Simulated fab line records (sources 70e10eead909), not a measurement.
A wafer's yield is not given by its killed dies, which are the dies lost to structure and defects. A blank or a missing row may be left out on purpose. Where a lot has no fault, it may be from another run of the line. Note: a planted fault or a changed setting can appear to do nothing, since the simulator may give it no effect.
The same fault as seen by 3 desks | flow nand_harc | what lay behind the numbers comes last; until then each desk has only its own

## THE DEFECT DESK
For each lot, the counts of the inspections along the route, averaged over the sampled wafers that have a number. If a lot's mean is further than 4 standard deviations from the usual mean, the lot is out of limits and carries the mark OUT (the distance appears in the brackets).
Columns: A = raw_defect_count at NHARC_A_CHANNEL_FILL_D1_INSPECT_13, usual 293
lot  | first seen here | A
L281 | day 11 14:34    | 617
L282 | day 12 05:02    | 317
L284 | day 12 05:02    | 244
L283 | day 12 10:40    | 488
L288 | day 13 17:57    | 393
L287 | day 14 01:14    | 218
L293 | day 16 22:26    | 211
L298 | day 18 06:44    | 281
L300 | day 19 11:22    | 552
L302 | day 19 20:20    | 99
L303 | day 20 16:50    | 156
This desk's finding: nothing out of limits on any of the 11 lots.

## AT THE TOOL OWNER'S DESK: pecvd-03
The tool's own readings at NHARC_A_ONON_D2_DEP_33 (deposits SiO2, target thk 200 nm): means of the sampled wafers that have a number, for each lot that ran on this tool. If a lot's mean is further than 4 standard deviations from the usual mean, the lot is out of limits and carries the mark OUT (the distance appears in the brackets).
Columns: A = heater_power_w at NHARC_A_ONON_D2_DEP_33, usual 543 W; B = mfc_precursor_sccm at NHARC_A_ONON_D2_DEP_33, usual 161.4 sccm; C = throttle_valve_pct at NHARC_A_ONON_D2_DEP_33, usual 16.0 %
lot  | first seen here | A   | B               | C
L281 | day 13 12:23    | 526 | 161.8           | 15.6
L284 | day 14 04:06    | 619 | 161.6           | 15.6
L288 | day 15 21:07    | 620 | 161.5           | 15.6
L293 | day 18 22:30    | 616 | 203.3 (+98) OUT | 16.1
L298 | day 20 06:03    | 521 | 203.4 (+98) OUT | 16.6
This desk's finding: out of limits on L293, L298; first on L293, day 18 22:30 (mfc_precursor_sccm at NHARC_A_ONON_D2_DEP_33). In limits: L281, L284, L288.

## THE METROLOGY DESK
What the gauges read, lot by lot, whatever tool the lot ran on: means of the sampled wafers that have a number. If a lot's mean is further than 4 standard deviations from the usual mean, the lot is out of limits and carries the mark OUT (the distance appears in the brackets).
Columns: A = thk_nm at NHARC_A_ONON_D2_THK_MEAS_34, usual 200.1 nm
lot  | first seen here | A
L281 | day 13 12:47    | 199.4
L284 | day 14 04:28    | 203.4
L282 | day 14 04:37    | 201.9
L283 | day 14 11:15    | 202.8
L288 | day 15 21:32    | 199.4
L287 | day 16 02:11    | 198.7
L293 | day 18 22:55    | 252.0 (+22) OUT
L298 | day 20 06:29    | 251.2 (+21) OUT
L300 | day 21 09:21    | 200.1
L302 | day 21 21:04    | 204.8
L303 | day 22 18:59    | 196.0
This desk's finding: out of limits on L293, L298; first on L293, day 18 22:55 (thk_nm at NHARC_A_ONON_D2_THK_MEAS_34). In limits: L281, L284, L282, L283, L288, L287, L300, L302, L303.

## ALL TOGETHER
The tool owner's desk could have raised an alarm at day 18 22:30, on L293, L298.
L293, L298 would have let the metrology desk raise an alarm at day 18 22:55.
No out-of-limits result turned up at the defect desk.
The defect desk has L293, L298 on record, within its limits.
NHARC_A_ONON_D2_DEP_33 was run on pecvd-03 by each of the lots named.

## WHAT THE SIMULATOR PUT IN
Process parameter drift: pecvd-03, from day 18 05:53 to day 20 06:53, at NHARC_A_ONON_D2_DEP_33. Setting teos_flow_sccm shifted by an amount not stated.
Lots struck among those shown: L293, L298.
Counting hours from when the fault started, the first reading out of limits came at 17 for the tool owner's desk and at 17 for the metrology desk.
